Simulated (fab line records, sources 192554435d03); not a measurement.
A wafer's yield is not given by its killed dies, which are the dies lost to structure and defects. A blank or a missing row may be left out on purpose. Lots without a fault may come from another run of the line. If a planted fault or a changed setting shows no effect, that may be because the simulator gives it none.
Split-lot trial -- flow n5 finfet -- on a route of 1938 steps: 7 lots, 39 wafers read

THE SPLIT ITSELF
At N5_DUMMY_GATE_ETCH_32 (etches SiO2 in CF4, target depth 3.5 nm, time 3.9 s), the setting time s was moved away from the recipe's 3.9 s on 15 of the 39 wafers read, by -15.5% to +20.4%. This setting was run at the recipe's value on the other wafers.

The split's own step is where the reading is taken.

THE READING
etch.depth nm (the simulator's own value, which no gauge read), in nm, at N5_DUMMY_GATE_ETCH_32 (etches SiO2 in CF4, target depth 3.5 nm, time 3.9 s). The file gives no usual value for it. Average 3.455 nm, standard deviation 0.065 nm, over the 24 wafers here run with the recipe.

wafer,"tool, chamber at the split","time s as run, s",against the recipe,"etch.depth nm, nm",against lot-mates on the recipe
L080.1,"rie si-05, 0",4.697,+20.4%,4.155,+0.691
L080.2,"rie si-05, 3",4.697,+20.4%,4.062,+0.598
L080.3,"rie si-05, 2",3.9,recipe,3.428,-
L080.4,"rie si-05, 1",3.9,recipe,3.577,-
L080.5,"rie si-05, 2",4.697,+20.4%,4.119,+0.655
L080.6,"rie si-05, 3",3.9,recipe,3.388,-
L083.1,"rie si-05, 2",3.9,recipe,3.433,-
L083.2,"rie si-05, 0",4.696,+20.4%,4.148,+0.713
L083.3,"rie si-05, 3",4.696,+20.4%,4.109,+0.674
L083.4,"rie si-05, 1",4.696,+20.4%,4.288,+0.853
L083.5,"rie si-05, 3",3.9,recipe,3.391,-
L083.6,"rie si-05, 0",3.9,recipe,3.481,-
L085.1,"rie si-06, 1",3.9,recipe,3.383,-
L085.2,"rie si-06, 0",4.501,+15.4%,4.073,+0.651
L085.3,"rie si-06, 2",3.9,recipe,3.514,-
L085.4,"rie si-06, 2",4.501,+15.4%,4.008,+0.586
L085.5,"rie si-06, 0",4.501,+15.4%,4.085,+0.663
L085.6,"rie si-06, 1",3.9,recipe,3.369,-
L090.2,"rie si-06, 0",3.9,recipe,3.5,-
L090.3,"rie si-06, 1",3.9,recipe,3.359,-
L090.4,"rie si-06, 0",3.9,recipe,3.501,-
L092.1,"rie si-01, 0",3.9,recipe,3.471,-
L092.2,"rie si-01, 3",3.9,recipe,3.404,-
L092.3,"rie si-01, 2",3.9,recipe,3.519,-
L092.4,"rie si-01, 1",3.9,recipe,3.374,-
L092.5,"rie si-01, 0",3.9,recipe,3.525,-
L092.6,"rie si-01, 1",3.9,recipe,3.417,-
L093.1,"rie si-01, 0",3.9,recipe,3.536,-
L093.2,"rie si-01, 1",3.295,-15.5%,2.912,-0.585
L093.3,"rie si-01, 3",3.295,-15.5%,2.881,-0.616
L093.4,"rie si-01, 2",3.295,-15.5%,2.999,-0.498
L093.5,"rie si-01, 3",3.9,recipe,3.415,-
L093.6,"rie si-01, 2",3.9,recipe,3.541,-
L095.1,"rie si-06, 0",3.647,-6.5%,3.266,-0.200
L095.2,"rie si-06, 2",3.9,recipe,3.383,-
L095.3,"rie si-06, 3",3.647,-6.5%,3.289,-0.177
L095.4,"rie si-06, 1",3.647,-6.5%,3.139,-0.327
L095.5,"rie si-06, 0",3.9,recipe,3.487,-
L095.6,"rie si-06, 3",3.9,recipe,3.529,-

FIT RESULTS
A straight line over all 39 wafers: etch.depth nm changes by +0.0347 nm for each +1% of time s; r = +0.98; the points scatter about the line by 0.068 nm.
The same after taking each lot's own level away (the mean of its wafers on the recipe; 39 wafers): +0.0359 nm for each +1%; r = +0.98; scatter 0.07 nm.
On that fit, the largest move of time s shifts the reading by 0.73 nm.
From 3.4220 to 3.4973 nm: that is the span of the lots' own levels, equal to 1.2 times the standard deviation above.
So the lot-to-lot level changes the slope little: the two slopes agree.
Check: +0.738 nm against its lot-mates is what the line predicts for one of the wafers moved furthest among these (+20.4%) when that wafer is left out of the fit. It came out at +0.691 nm against them.

FILE'S OWN FIT
etch.depth nm changes by +0.0358 nm for each +1% of time s, r = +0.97.
